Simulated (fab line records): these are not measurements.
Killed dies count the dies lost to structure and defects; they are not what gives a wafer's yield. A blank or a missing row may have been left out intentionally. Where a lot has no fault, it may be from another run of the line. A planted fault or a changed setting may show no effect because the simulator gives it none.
Split-lot trial	flow n5-finfet	route with 1938 steps; 7 lots, 21 wafers read

ABOUT THE SPLIT
At N5_BEOL_M14_ETCH_68 (etches SOC in N2/H2, time 450 s), the setting time-s was moved away from the recipe's 450 s on 6 of the 21 wafers read, by -22.3% to +13.9%. The other wafers ran this setting at the recipe's value.

Reading taken at the split's own step.

THE READING
SiARC_of_BEOL_M14_COAT_66.thk-nm (the simulator's own value, which no gauge read), in nm, at N5_BEOL_M14_ETCH_68 (etches SOC in N2/H2, time 450 s). The file gives no usual value for it. Average 65.2 nm, standard deviation 0.54 nm, over the 15 wafers here run with the recipe.

wafer	tool, chamber at the split	time-s as run, s	against the recipe	SiARC_of_BEOL_M14_COAT_66.thk-nm, nm	against lot-mates on the recipe
L074.3	rie-diel-03, 3	450	recipe	65.4	-
L074.4	rie-diel-03, 2	450	recipe	65.6	-
L074.6	rie-diel-03, 0	450	recipe	64.8	-
L075.2	rie-diel-04, 0	450	recipe	65.4	-
L075.3	rie-diel-04, 3	450	recipe	63.8	-
L075.5	rie-diel-04, 2	407.2	-9.5%	69	+4.4
L083.2	rie-diel-04, 2	450	recipe	65	-
L083.3	rie-diel-04, 1	349.7	-22.3%	75.4	+10.4
L083.4	rie-diel-04, 3	349.7	-22.3%	74.4	+9.4
L088.2	rie-diel-04, 1	450	recipe	66	-
L088.5	rie-diel-04, 1	450	recipe	66	-
L088.3	rie-diel-04, 0	450	recipe	65.6	-
L091.3	rie-diel-04, 3	512.5	+13.9%	57.8	-7.1
L091.4	rie-diel-04, 2	450	recipe	65.2	-
L091.5	rie-diel-04, 2	450	recipe	64.6	-
L096.1	rie-diel-01, 3	375	-16.7%	72	+6.6
L096.2	rie-diel-01, 0	450	recipe	65.4	-
L096.3	rie-diel-01, 2	375	-16.7%	72.4	+7.0
L097.2	rie-diel-04, 2	450	recipe	64.8	-
L097.3	rie-diel-04, 0	450	recipe	65.2	-
L097.4	rie-diel-04, 1	450	recipe	65	-

THE FIT
A straight line over all 21 wafers: SiARC_of_BEOL_M14_COAT_66.thk-nm changes by -0.445 nm for each +1% of time-s; r = -0.99; the points scatter about the line by 0.59 nm.
The same after taking each lot's own level away (the mean of its wafers on the recipe; 21 wafers): -0.445 nm for each +1%; r = -0.99; scatter 0.46 nm.
According to that fit, moving time-s by its largest amount changes the reading by 9.9 nm.
From 64.60 to 65.87 nm: that is the span of the lots' own levels, equal to 2.3 times the standard deviation above.
So the lot-to-lot level changes the slope little: the two slopes agree.
Check: +9.61 nm against its lot-mates is what the line predicts for one of the wafers moved furthest among these (-22.3%) when that wafer is left out of the fit. It came out at +10.4 nm against them.

THE OTHER SPLITS THESE WAFERS WENT THROUGH
Note: prior to the reading, these wafers also went through further splits. Each is held against what the fit with the lots' levels taken away leaves over:
other split on the same wafers	wafers away from the commonest value	r with SiARC_of_BEOL_M14_COAT_66.thk-nm (lot level and that fit taken away)
N5_BEOL_M9_TRENCH_ETCH_37 bias-w	8	-0.01
N5_BEOL_M10_ETCH_41 source-w	7	-0.44
N5_BEOL_M11_COAT_63 spin-rpm	3	+0.24
N5_BEOL_M11_COAT_22 spin-rpm	9	+0.35
N5_BEOL_M13_COAT_04 spin-rpm	8	+0.39
N5_BEOL_M13_ETCH_59 bias-w	5	+0.27
N5_BEOL_M13_SPUTTER_43 time-s	10	+0.25

FILE'S OWN FIT
SiARC_of_BEOL_M14_COAT_66.thk-nm changes by -0.448 nm for each +1% of time-s, r = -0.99.
